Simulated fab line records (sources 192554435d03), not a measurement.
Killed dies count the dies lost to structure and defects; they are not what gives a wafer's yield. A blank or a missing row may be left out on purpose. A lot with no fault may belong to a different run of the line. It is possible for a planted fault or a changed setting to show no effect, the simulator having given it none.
Split-lot study	flow n5_finfet	route with 1938 steps; 7 lots, 21 wafers read

SPLIT DETAILS
At N5_BEOL_M11_TRENCH_ETCH_37 (etches SiCOH lowk in C4F6/O2, target depth 148.83 nm, time 48 s), the setting bias_w was moved away from the recipe's 185 W on 7 of the 21 wafers read, by -17.2% to +17.9%. This setting was run at the recipe's value on the other wafers.

The split's own step is where the reading is taken.

THE READING
rf_vpp_V, in V, at N5_BEOL_M11_TRENCH_ETCH_37 (etches SiCOH lowk in C4F6/O2, target depth 148.83 nm, time 48 s). Typical for fault-free wafers on this fab line: 664 V, with standard deviation 12 V.

wafer	tool, chamber at the split	bias_w as run, W	against the recipe	rf_vpp_V, V	against lot-mates on the recipe
L076.2	rie_diel-02, 1	185	recipe	676	-
L076.4	rie_diel-02, 0	185	recipe	678	-
L076.6	rie_diel-02, 0	171.5	-7.3%	639	-38
L075.2	rie_diel-03, 3	153.1	-17.2%	571	-84
L075.5	rie_diel-03, 0	185	recipe	655	-
L075.6	rie_diel-03, 1	153.1	-17.2%	567	-88
L084.3	rie_diel-03, 1	185	recipe	661	-
L084.4	rie_diel-03, 0	185	recipe	654	-
L084.5	rie_diel-03, 1	185	recipe	661	-
L088.3	rie_diel-05, 0	173	-6.5%	632	-26
L088.4	rie_diel-05, 1	185	recipe	658	-
L088.5	rie_diel-05, 2	173	-6.5%	651	-7
L091.3	rie_diel-02, 2	185	recipe	648	-
L091.5	rie_diel-02, 3	185	recipe	678	-
L091.6	rie_diel-02, 0	185	recipe	677	-
L093.2	rie_diel-02, 0	185	recipe	677	-
L093.3	rie_diel-02, 1	218.2	+17.9%	767	+90
L093.4	rie_diel-02, 2	218.2	+17.9%	738	+61
L095.2	rie_diel-05, 2	185	recipe	685	-
L095.3	rie_diel-05, 3	185	recipe	649	-
L095.5	rie_diel-05, 3	185	recipe	649	-

THE FIT
A straight line over all 21 wafers: rf_vpp_V changes by +5.05 V for each +1% of bias_w; r = +0.96; the points scatter about the line by 13 V.
The same after taking each lot's own level away (the mean of its wafers on the recipe; 21 wafers): +4.48 V for each +1%; r = +0.95; scatter 12 V.
On that fit, the largest move of bias_w shifts the reading by 80 V.
From 655.0 to 677.0 V: that is the span of the lots' own levels, equal to 1.8 times the standard deviation above.
So the lot-to-lot level changes the slope: the two fits differ.
Check: +75.5 V against its lot-mates is what the line predicts for one of the wafers moved furthest among these (+17.9%) when that wafer is left out of the fit. It came out at +90 V against them.
Tool readings at the split's step, against how far the setting was moved: rf_vpp_V r = +0.96.

OTHER SPLITS ON THESE WAFERS
Other splits were also applied to these wafers ahead of the reading. Each is held against what the fit with the lots' levels taken away leaves over:
other split on the same wafers	wafers away from the commonest value	r with rf_vpp_V (lot level and that fit taken away)
N5_BEOL_M9_COAT_60 spin_rpm	5	+0.19
N5_BEOL_M9_ETCH_62 source_w	4	-0.07
N5_BEOL_M10_TRENCH_ETCH_37 time_s	10	+0.00
N5_BEOL_M11_ETCH_66 time_s	6	+0.03

THE FILE'S OWN FIT
rf_vpp_V changes by +4.49 V for each +1% of bias_w, r = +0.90.
